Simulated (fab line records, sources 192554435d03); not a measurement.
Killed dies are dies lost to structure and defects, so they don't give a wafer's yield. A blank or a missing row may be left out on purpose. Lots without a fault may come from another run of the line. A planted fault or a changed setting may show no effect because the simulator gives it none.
Which tool did it? | flow n5_finfet | 10 lots, 30 wafers sampled, at 3 steps of a route of 1938

WHAT THE GAUGES READ, wafer by wafer
N5_BEOL_M13_CD_MEAS_28: target cd 209.5 nm. Usual: cd_nm 210.4 nm, standard deviation 1.3.
lot  | measured     | on        | cd_nm (nm)        | flag
L201 | day 11 12:28 | cd_sem-02 | 211.9 209.9 209.0 |
L204 | day 11 19:29 | cd_sem-01 | 205.3 212.5 211.1 |
L212 | day 14 11:54 | cd_sem-02 | 210.3 210.7 211.5 |
L213 | day 14 19:55 | cd_sem-03 | 212.3 212.0 209.7 |
L215 | day 15 05:33 | cd_sem-02 | 210.9 210.9 212.2 |
L218 | day 15 06:01 | cd_sem-03 | 212.6 210.9 212.6 |
L217 | day 15 06:14 | cd_sem-03 | 210.5 211.3 209.6 |
L219 | day 15 17:11 | cd_sem-02 | 211.7 210.1 209.9 |
L223 | day 16 13:22 | cd_sem-03 | 209.6 210.9 209.2 |
L221 | day 16 13:34 | cd_sem-03 | 211.7 211.3 212.2 |

N5_BEOL_M13_OVL_MEAS_29. Usual: M13_OVL 0 nm, standard deviation 5.4.
lot  | measured     | on         | M13_OVL (nm) | flag
L201 | day 11 12:30 | overlay-02 | 4 1 -2       |
L204 | day 11 19:31 | overlay-02 | 9 8 2        |
L212 | day 14 11:55 | overlay-01 | -6 3 -7      |
L213 | day 14 19:56 | overlay-02 | 3 1 5        |
L215 | day 15 05:35 | overlay-02 | 0 -8 -3      |
L218 | day 15 06:03 | overlay-02 | 0 5 0        |
L217 | day 15 06:16 | overlay-01 | -1 -6 -8     |
L219 | day 15 17:12 | overlay-02 | 2 2 -4       |
L223 | day 16 13:23 | overlay-02 | 5 0 -3       |
L221 | day 16 13:35 | overlay-02 | -10 -4 -8    |

WHICH TOOL RAN EACH LOT (tool, then ch and the chambers of the sampled wafers, then the start)
lot  | N5_BEOL_M13_PEB_26
L201 | litho_track-04 ch 0, day 11 12:21
L204 | litho_track-02 ch 0, day 11 19:22
L212 | litho_track-04 ch 0, day 14 11:47
L213 | litho_track-02 ch 0, day 14 19:47
L215 | litho_track-02 ch 0, day 15 05:26
L218 | litho_track-02 ch 0, day 15 05:54
L217 | litho_track-04 ch 0, day 15 06:07
L219 | litho_track-02 ch 0, day 15 17:04
L223 | litho_track-01 ch 0, day 16 13:14
L221 | litho_track-02 ch 0, day 16 13:27
- N5_BEOL_M13_PEB_26: peb time 90 s.

WHAT THE TOOLS THEMSELVES READ (means of the sampled wafers that have a number; where no wafer has one, the mark that the record gives instead)
N5_BEOL_M13_PEB_26. Usual: heater_power_total_W 172.3 W, standard deviation 0.78.
lot  | tool           | heater_power_total_W (W) | flag
L201 | litho_track-04 | 172.5                    |
L204 | litho_track-02 | 180.9                    | OFF
L212 | litho_track-04 | 172.4                    |
L213 | litho_track-02 | 171.8                    |
L215 | litho_track-02 | 172.4                    |
L218 | litho_track-02 | 172.8                    |
L217 | litho_track-04 | 172.1                    |
L219 | litho_track-02 | 171.9                    |
L223 | litho_track-01 | 172.6                    |
L221 | litho_track-02 | 172.2                    |

THE ANSWER, worked out from the rows above alone
Rule: a lot is off if the mean of its wafers that have a number lies more than 3 standard deviations from the usual mean. A lot without any number at a reading at which 4 lots or more have one is off too. The other lots that the step has rows for count as sound. The gauges are gone through in route order, then the tools' own readings, and for those a lot's mean is taken as printed above. The first step at which some lot is off is used, and at that step the reading that is off furthest; a lot without a number counts as furthest.
Off: L204, at N5_BEOL_M13_PEB_26 (heater_power_total_W).
A tool fits if, at that step or a process step before it, it ran every lot that is off, and no sound lot after the first of them. None of those tried fits.

WHAT THE SIMULATOR HAD PUT IN
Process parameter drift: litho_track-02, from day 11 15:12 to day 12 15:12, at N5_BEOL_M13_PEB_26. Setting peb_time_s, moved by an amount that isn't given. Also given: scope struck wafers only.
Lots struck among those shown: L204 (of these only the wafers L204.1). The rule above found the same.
